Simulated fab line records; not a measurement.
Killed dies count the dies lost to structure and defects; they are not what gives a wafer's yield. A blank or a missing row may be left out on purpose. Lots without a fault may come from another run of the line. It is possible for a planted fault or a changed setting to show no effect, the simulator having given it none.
fab line records	flow nand-harc
record: lots: 12	wafers: 36	last-day: 32
route steps=1302 shown A_CHANNEL_HOLE_D1@472 END@1302
lots untouched by any fault: they come from a run of this same line in which no faults occurred
start-h: hours from the record's opening day to when the first of the lot's shown wafers began	wait-h: hours elapsed since this lot's preceding step	" unchanged from the row above	L1.1+2: several wafers, shown together as one row	- value missing, or start not given	* or withheld: withheld	< > ~ a bound
route shown NAME@n: NAME is a module with steps in the file, n the number in the route of the first one	usual: average and standard deviation across the fault-free wafers	same: alike in all rows	chamber/n: place in a boat	sites: the reading at each site	_std_site: their standard deviation	_edge_site: mean of outer sites minus mean of inner sites	radius-mm: how far each site lies from the wafer's centre	mask NAME#n: copy n	behind: the most recent tool/chamber to have shaped the wafer	hold: cause of the lot's hold/its duration in hours/its outcome	device: names the non-switching transistor (n, p or np)	end of line: the tests these same wafers got at the end of their route	a step without rows: its recipe alone	killed: the dies lost at the first sort to structure and to defects; this is not the yield of the wafer	map: shows each die of a wafer: x if killed, . if not, _ if none is there
set.NAME: the run value of the setting; set.NAME@STEP: its run value at that earlier step	model.NAME: the simulator's own value behind a step, which no gauge read
one table for each step of the route and one row for each wafer, over a sample of lots
services: from which hour (start-h, from the record's first day; less than 0 if before it) a tool's chamber was out of use, for how many hours, and why
== steps ==
step: NHARC_A_CHANNEL_HOLE_D1_ETCH_20
recipe: bias-v: 3000	source-w: withheld	pressure-mtorr: 20	time-s: 361.9	ar-flow-sccm: 375	c4f8-flow-sccm: 89.3	o2-flow-sccm: 35.7	temp-c: -20	target-depth-a: 16000	chemistry: C4F8/O2/Ar
usual: drypump-motor-current-A: 6.1/0.52	showerhead-plenum-p-Torr: 3.61/0.12	temp-c: -19.99/0.097	throttle-valve-pct: 32.155/0.0089
lot.wafer	tool	chamber	start-h	wait-h	drypump-motor-current-A	rf-hours-counter-h	showerhead-plenum-p-Torr	temp-c	throttle-valve-pct
L311.3	har-etch-02	0	194.31	0.3	5.3	-	3.56	-19.98	32.152
L311.5	"	0	"	"	5.3	-	3.56	-20.00	32.161
L311.6	"	0	"	"	5.3	-	3.56	-20.00	32.157
L312.3	har-etch-02	0	202.60	0.3	5.3	-	3.56	-20.05	32.142
L312.5	"	0	"	"	5.3	-	3.56	-19.87	32.150
L312.6	"	0	"	"	5.3	-	3.56	-19.92	32.161
L314.4	har-etch-01	0	217.38	0.2	6.5	-	3.58	-20.04	32.145
L314.6	"	0	"	"	6.5	-	3.58	-19.95	32.160
L314.5	"	1	"	"	6.6	-	3.72	-19.94	32.160
L315.1	har-etch-02	0	240.76	0.1	5.3	333	3.55	-20.05	32.144
L315.2	"	1	"	"	6.1	317	3.53	-20.00	32.154
L315.4	"	1	"	"	6.1	-	3.53	-19.97	32.156
L317.1	har-etch-02	1	254.88	0.1	6.1	325	3.52	-20.04	32.168
L317.2	"	0	"	"	5.3	340	3.54	-19.89	32.149
L317.3	"	0	"	"	5.3	-	3.54	-20.09	32.156
L324.4	har-etch-02	0	324.14	0.2	5.3	-	3.52	-20.07	32.150
L324.3	"	1	"	"	6.1	-	3.50	-20.16	32.141
L324.6	"	1	"	"	6.1	-	3.50	-20.02	32.159
L325.2	har-etch-01	1	324.99	0.1	6.6	168	3.69	-20.00	32.166
L325.3	"	0	"	"	6.4	-	3.54	-19.95	32.152
L325.6	"	0	"	"	6.5	-	3.54	-19.72	32.159
L326.1	har-etch-02	0	344.48	0.1	5.3	390	3.52	-19.98	32.158
L326.2	"	1	"	"	6.1	375	3.50	-20.05	32.144
L326.3	"	1	"	"	6.1	-	3.50	-20.02	32.154
L328.1	har-etch-02	0	359.63	0.1	5.3	402	3.51	-19.96	32.149
L328.2	"	1	"	"	6.1	386	3.49	-19.85	32.147
L328.5	"	1	"	"	6.1	-	3.49	-19.87	32.171
L331.2	har-etch-01	1	390.84	0.1	6.6	206	3.67	-20.02	32.150
L331.1	"	0	"	"	6.5	206	3.52	-19.90	32.157
L331.3	"	1	"	"	6.6	-	3.67	-20.03	32.147
L330.1	har-etch-02	0	394.16	0.1	5.3	0	3.93	-20.18	32.172
L330.3	"	1	"	"	6.1	-	3.93	-19.88	32.164
L330.5	"	1	"	"	6.1	-	3.93	-20.05	32.157
L332.1	har-etch-01	0	403.02	0.1	6.5	217	3.52	-20.02	32.157
L332.3	"	0	"	"	6.5	-	3.52	-20.00	32.150
L332.4	"	1	"	"	6.6	-	3.66	-19.97	32.159
step: NHARC_A_CHANNEL_HOLE_D1_ETCH_21
recipe: bias-v: 3000	source-w: withheld	pressure-mtorr: 20	time-s: 514.3	ar-flow-sccm: 375	c4f8-flow-sccm: 89.3	o2-flow-sccm: 35.7	temp-c: -20	target-depth-a: 16000	chemistry: C4F8/O2/Ar
usual: drypump-motor-current-A: 6.1/0.52	showerhead-plenum-p-Torr: 3.61/0.12	temp-c: -20.00/0.1	throttle-valve-pct: 32.154/0.01
lot.wafer	tool	chamber	start-h	wait-h	drypump-motor-current-A	rf-hours-counter-h	showerhead-plenum-p-Torr	temp-c	throttle-valve-pct
L311.3	har-etch-02	0	195.02	0.6	5.3	-	3.56	-19.84	32.160
L311.5	"	0	"	"	5.3	-	3.56	-19.90	32.156
L311.6	"	0	"	"	5.3	-	3.56	-20.11	32.156
L312.3	har-etch-02	0	203.30	0.6	5.3	-	3.56	-19.88	32.156
L312.5	"	0	"	"	5.3	-	3.56	-19.91	32.151
L312.6	"	0	"	"	5.3	-	3.56	-20.01	32.152
L314.4	har-etch-01	0	217.74	0.3	6.4	-	3.58	-19.90	32.157
L314.6	"	0	"	"	6.4	-	3.58	-19.86	32.159
L314.5	"	1	"	"	6.6	-	3.72	-19.87	32.158
L315.1	har-etch-02	0	241.07	0.3	5.3	333	3.55	-20.01	32.168
L315.2	"	1	"	"	6.1	318	3.53	-19.99	32.153
L315.4	"	1	"	"	6.1	-	3.53	-20.01	32.167
L317.1	har-etch-02	1	255.19	0.3	6.1	325	3.52	-19.93	32.161
L317.2	"	0	"	"	5.3	341	3.54	-19.96	32.168
L317.3	"	0	"	"	5.3	-	3.54	-19.97	32.159
L324.4	har-etch-02	0	324.50	0.3	5.3	-	3.52	-20.18	32.156
L324.3	"	1	"	"	6.1	-	3.50	-19.90	32.161
L324.6	"	1	"	"	6.1	-	3.50	-19.96	32.170
L325.2	har-etch-01	1	325.30	0.3	6.6	168	3.69	-20.10	32.145
L325.3	"	0	"	"	6.5	-	3.54	-19.84	32.158
L325.6	"	0	"	"	6.4	-	3.54	-20.01	32.165
L326.1	har-etch-02	0	344.79	0.3	5.3	391	3.52	-20.02	32.147
L326.2	"	1	"	"	6.1	375	3.50	-20.00	32.159
L326.3	"	1	"	"	6.1	-	3.50	-20.20	32.173
L328.1	har-etch-02	0	359.95	0.3	5.3	402	3.51	-20.05	32.154
L328.2	"	1	"	"	6.1	387	3.49	-19.85	32.165
L328.5	"	1	"	"	6.1	-	3.49	-19.91	32.165
L331.2	har-etch-01	1	391.15	0.3	6.6	206	3.67	-20.12	32.152
L331.1	"	0	"	"	6.4	206	3.52	-20.02	32.165
L331.3	"	1	"	"	6.6	-	3.67	-20.09	32.153
L330.1	har-etch-02	0	394.50	0.3	5.3	0	3.93	-19.98	32.149
L330.3	"	1	"	"	6.1	-	3.93	-20.12	32.174
L330.5	"	1	"	"	6.1	-	3.93	-20.10	32.144
L332.1	har-etch-01	0	403.33	0.3	6.4	218	3.52	-19.79	32.145
L332.3	"	0	"	"	6.4	-	3.52	-20.02	32.157
L332.4	"	1	"	"	6.6	-	3.66	-20.06	32.172
step: NHARC_A_CHANNEL_HOLE_D1_CD_MEAS_30
usual: cd-nm: 89.6/1.6
lot.wafer	tool	chamber	start-h	wait-h	cd-nm
L311.3	cd-sem-01	-	203.56	-	89.0
L311.5	"	-	"	"	90.9
L311.6	"	-	"	"	89.7
L312.3	cd-sem-02	-	211.88	-	90.3
L312.5	"	-	"	"	89.6
L312.6	"	-	"	"	86.8
L314.4	cd-sem-03	-	222.71	-	88.2
L314.5	"	-	"	"	89.3
L314.6	"	-	"	"	89.2
L315.1	cd-sem-01	-	246.17	-	88.9
L315.2	"	-	"	"	90.6
L315.4	"	-	"	"	90.0
L317.1	cd-sem-02	-	260.26	-	91.0
L317.2	"	-	"	"	87.2
L317.3	"	-	"	"	87.4
L324.3	cd-sem-02	-	329.46	-	92.0
L324.4	"	-	"	"	90.7
L324.6	"	-	"	"	89.9
L325.2	cd-sem-01	-	330.42	-	92.3
L325.3	"	-	"	"	87.1
L325.6	"	-	"	"	89.8
L326.1	cd-sem-02	-	349.92	-	92.3
L326.2	"	-	"	"	90.7
L326.3	"	-	"	"	88.8
L328.1	cd-sem-01	-	365.04	-	90.4
L328.2	"	-	"	"	87.9
L328.5	"	-	"	"	87.0
L331.1	cd-sem-02	-	396.27	-	89.1
L331.2	"	-	"	"	89.9
L331.3	"	-	"	"	90.4
L330.1	cd-sem-01	-	399.58	-	89.3
L330.3	"	-	"	"	88.5
L330.5	"	-	"	"	87.9
L332.1	cd-sem-02	-	408.41	-	88.0
L332.3	"	-	"	"	91.0
L332.4	"	-	"	"	87.5
step: NHARC_A_CHANNEL_HOLE_D1_XSEM_31
recipe: landing-energy-ev: 35000
usual: bot-cd-nm: 74.3/1.8	bow-nm: 8.67/0.27	tilt-deg: 0.08/0.042
lot.wafer	tool	chamber	start-h	wait-h	bot-cd-nm	bow-nm	tilt-deg
L311.3	xsem-02	0	203.65	0.1	74.0	8.63	0.06
L311.5	"	0	"	"	75.9	8.66	0.06
L311.6	"	0	"	"	74.3	8.67	0.06
L312.3	xsem-02	0	211.97	0.1	75.1	8.75	0.06
L312.5	"	0	"	"	74.0	8.75	0.06
L312.6	"	0	"	"	70.5	8.78	0.06
L314.4	xsem-01	0	222.80	0.1	74.7	9.15	0.12
L314.5	"	0	"	"	75.2	9.14	0.12
L314.6	"	0	"	"	76.0	9.05	0.12
L315.1	xsem-01	0	246.25	0.1	73.0	9.21	0.13
L315.2	"	0	"	"	75.1	9.15	0.13
L315.4	"	0	"	"	74.4	9.23	0.13
L317.1	xsem-01	0	260.34	0.1	75.7	8.53	0.00
L317.2	"	0	"	"	72.5	8.41	0.00
L317.3	"	0	"	"	72.7	8.42	0.00
L324.3	xsem-02	0	329.55	0.1	76.9	8.08	0.04
L324.4	"	0	"	"	75.8	8.09	0.04
L324.6	"	0	"	"	75.2	8.01	0.04
L325.2	xsem-01	0	330.51	0.1	77.8	8.26	0.08
L325.3	"	0	"	"	72.5	8.20	0.08
L325.6	"	0	"	"	75.6	8.18	0.08
L326.1	xsem-02	0	350.01	0.1	76.4	8.67	0.03
L326.2	"	0	"	"	75.9	8.56	0.03
L326.3	"	0	"	"	73.1	8.65	0.03
L328.1	xsem-02	0	365.14	0.1	74.9	8.84	0.08
L328.2	"	0	"	"	72.2	8.81	0.08
L328.5	"	0	"	"	70.9	8.80	0.08
L331.1	xsem-01	0	396.36	0.1	73.5	8.63	0.06
L331.2	"	0	"	"	74.6	8.68	0.06
L331.3	"	0	"	"	75.0	8.65	0.06
L330.1	xsem-02	0	399.67	0.1	74.6	8.64	0.18
L330.3	"	0	"	"	73.5	8.72	0.18
L330.5	"	0	"	"	73.1	8.69	0.18
L332.1	xsem-02	0	408.50	0.1	71.8	8.63	0.12
L332.3	"	0	"	"	75.0	8.68	0.12
L332.4	"	0	"	"	71.4	8.63	0.12
step: NHARC_A_CHANNEL_HOLE_D1_INSPECT_40
usual: raw-defect-count: 77/26
lot.wafer	tool	chamber	start-h	wait-h	raw-defect-count
L311.3	defect-inspect-02	-	203.74	-	114
L311.5	"	-	"	"	115
L311.6	"	-	"	"	89
L312.3	defect-inspect-01	-	212.07	-	124
L312.5	"	-	"	"	99
L312.6	"	-	"	"	125
L314.4	defect-inspect-01	-	222.88	-	42
L314.5	"	-	"	"	106
L314.6	"	-	"	"	30
L315.1	defect-inspect-01	-	246.35	-	470
L315.2	"	-	"	"	436
L315.4	"	-	"	"	496
L317.1	defect-inspect-02	-	260.44	-	530
L317.2	"	-	"	"	510
L317.3	"	-	"	"	518
L324.3	defect-inspect-01	-	329.64	-	116
L324.4	"	-	"	"	98
L324.6	"	-	"	"	102
L325.2	defect-inspect-01	-	330.61	-	80
L325.3	"	-	"	"	100
L325.6	"	-	"	"	57
L326.1	defect-inspect-01	-	350.11	-	90
L326.2	"	-	"	"	114
L326.3	"	-	"	"	111
L328.1	defect-inspect-02	-	365.23	-	100
L328.2	"	-	"	"	127
L328.5	"	-	"	"	77
L331.1	defect-inspect-01	-	396.46	-	85
L331.2	"	-	"	"	76
L331.3	"	-	"	"	96
L330.1	defect-inspect-02	-	399.77	-	20
L330.3	"	-	"	"	33
L330.5	"	-	"	"	41
L332.1	defect-inspect-01	-	408.60	-	84
L332.3	"	-	"	"	78
L332.4	"	-	"	"	102
step: NHARC_END_SORT_01
recipe: temp-c: 25
usual: killed-at-array: 55/19	killed-at-other: 0.9/1.4	killed-at-periphery: 3.8/2.9	killed-dies: 60/19	killed-open: 3.3/1.8	killed-short: 2.6/1.6
same: gross-dies: 677
lot.wafer	tool	chamber	start-h	wait-h	killed-at-array	killed-at-other	killed-at-periphery	killed-dies	killed-open	killed-short
L315.1	prober-02	0	623.96	2.5	113	1	9	123	3	3
L315.2	prober-02	0	624.76	2.8	107	0	2	109	2	3
L315.4	prober-02	0	626.35	3.4	111	0	6	117	4	2
L317.1	prober-02	0	635.76	2.5	102	0	1	103	1	2
L317.2	prober-02	0	636.56	2.8	112	1	3	116	4	5
L317.3	prober-02	0	637.35	3.1	108	0	1	109	4	1
L324.4	prober-01	0	718.54	3.4	76	0	4	80	3	2
L324.6	prober-01	0	720.16	4.0	64	2	1	67	2	1
killed by level:class
L315.1 A_CHANNEL_HOLE_D1:unspecified=64 A_SLIT:chamber-film-flake=15 A_CHANNEL_HOLE_D1:chamber-film-flake=11 A_CHANNEL_HOLE_D2:chamber-film-flake=6 A_CONTACT:chamber-film-flake=6 A_ZERO_WELL:chamber-film-flake=4 P_ZERO_WELL:chamber-film-flake=3 A_BLC:chamber-film-flake=3
L315.2 A_CHANNEL_HOLE_D1:unspecified=49 A_SLIT:chamber-film-flake=25 A_CHANNEL_HOLE_D1:chamber-film-flake=12 A_CHANNEL_HOLE_D2:chamber-film-flake=6 A_WL_FILL:chamber-film-flake=3 A_WL_FILL:geometric-particle:short=2 A_ZERO_WELL:chamber-film-flake=2 A_CHANNEL_FILL_D2:chamber-film-flake=2
L315.4 A_CHANNEL_HOLE_D1:unspecified=54 A_SLIT:chamber-film-flake=21 A_CHANNEL_HOLE_D2:chamber-film-flake=11 A_CHANNEL_HOLE_D1:chamber-film-flake=5 P_CONTACT:chamber-film-flake=4 A_BLC:chamber-film-flake=4 A_CONTACT:chamber-film-flake=3 A_ZERO_WELL:chamber-film-flake=2
L317.1 A_CHANNEL_HOLE_D1:unspecified=47 A_SLIT:chamber-film-flake=26 A_CHANNEL_HOLE_D1:chamber-film-flake=11 A_CHANNEL_HOLE_D2:chamber-film-flake=5 A_CONTACT:chamber-film-flake=4 A_WL_FILL:chamber-film-flake=2 A_CHANNEL_FILL_D1:geometric-particle:short=1 A_ONON_D2:geometric-particle:short=1
L317.2 A_CHANNEL_HOLE_D1:unspecified=61 A_SLIT:chamber-film-flake=15 A_CHANNEL_HOLE_D1:chamber-film-flake=12 A_CONTACT:chamber-film-flake=6 A_CHANNEL_HOLE_D2:chamber-film-flake=5 A_ONON_D1:geometric-particle:short=2 P_GATE:chamber-film-flake=2 A_STAIRCASE:chamber-film-flake=2
L317.3 A_CHANNEL_HOLE_D1:unspecified=66 A_SLIT:chamber-film-flake=13 A_CHANNEL_HOLE_D1:chamber-film-flake=11 A_CONTACT:chamber-film-flake=4 A_CHANNEL_HOLE_D2:chamber-film-flake=3 A_M0:chamber-film-flake=3 A_STAIRCASE:chamber-film-flake=2 A_CHANNEL_HOLE_D1:geometric-particle:open=1
L324.4 A_CHANNEL_HOLE_D1:chamber-film-flake=35 A_CHANNEL_HOLE_D2:chamber-film-flake=21 A_CONTACT:chamber-film-flake=7 A_ZERO_WELL:chamber-film-flake=2 A_CHANNEL_FILL_D1:chamber-film-flake=2 A_STAIRCASE:chamber-film-flake=2 A_BONDPAD:chamber-film-flake=2 P_STI:geometric-particle:short=1
L324.6 A_CHANNEL_HOLE_D1:chamber-film-flake=32 A_CHANNEL_HOLE_D2:chamber-film-flake=13 A_CONTACT:chamber-film-flake=6 A_STAIRCASE:chamber-film-flake=4 A_SLIT:chamber-film-flake=3 A_WL_FILL:chamber-film-flake=2 THIN_TSV:chamber-film-flake=2 P_M0:geometric-particle:open=1
== services ==
tool	chamber	start-h	hours	kind
har-etch-02	1	193.88	-	consumable-replace:focus-ring
har-etch-02	1	193.88	17.0	scheduled-down
har-etch-02	1	193.88	17.0	vent-cycle
har-etch-01	-	209.52	1.1	repair
xsem-01	-	374.00	14.0	pm
har-etch-02	-	377.00	17.0	pm
har-etch-02	0	377.00	17.0	vent-cycle
har-etch-02	1	377.00	17.0	vent-cycle
har-etch-02	0	394.00	-	clean
har-etch-02	0	394.00	-	consumable-replace:focus-ring
har-etch-02	0	394.00	-	consumable-replace:showerhead
har-etch-02	1	394.00	-	clean
har-etch-02	1	394.00	-	consumable-replace:focus-ring
har-etch-02	1	394.00	-	consumable-replace:showerhead
== key ==
first-sign: step: NHARC_A_CHANNEL_HOLE_D1_INSPECT_40	reading: raw-defect-count	direction: up	sigmas: 16	usual: 77	struck: 493
more-kills-born-at: NHARC_A_CHANNEL_HOLE_D1_ETCH_21@har-etch-02: 176
met-at NHARC_A_CHANNEL_HOLE_D1_ETCH_21
struck-lots L315,L317
tester-left-out L315,L317
not-acting-at NHARC_A_CHANNEL_HOLE_D1_ETCH_20,NHARC_A_CHANNEL_HOLE_D1_CD_MEAS_30,NHARC_A_CHANNEL_HOLE_D1_XSEM_31
onset-between 203.30 241.07
fault: kind: chamber-particle-source	tool: har-etch-02	chamber: -	onset-h: 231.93	steps: NHARC_A_CHANNEL_HOLE_D1_ETCH_21	rate-per-visit-cm2: 0.62089	end-h: 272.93
tester-left-out: of these lots the tester's yield and bins aren't shown, on N5 and GAA mostly nor the transistor test; their killed dies are dies lost to structure and defects alone, not to doping, threshold or leakage, so they don't give the yield
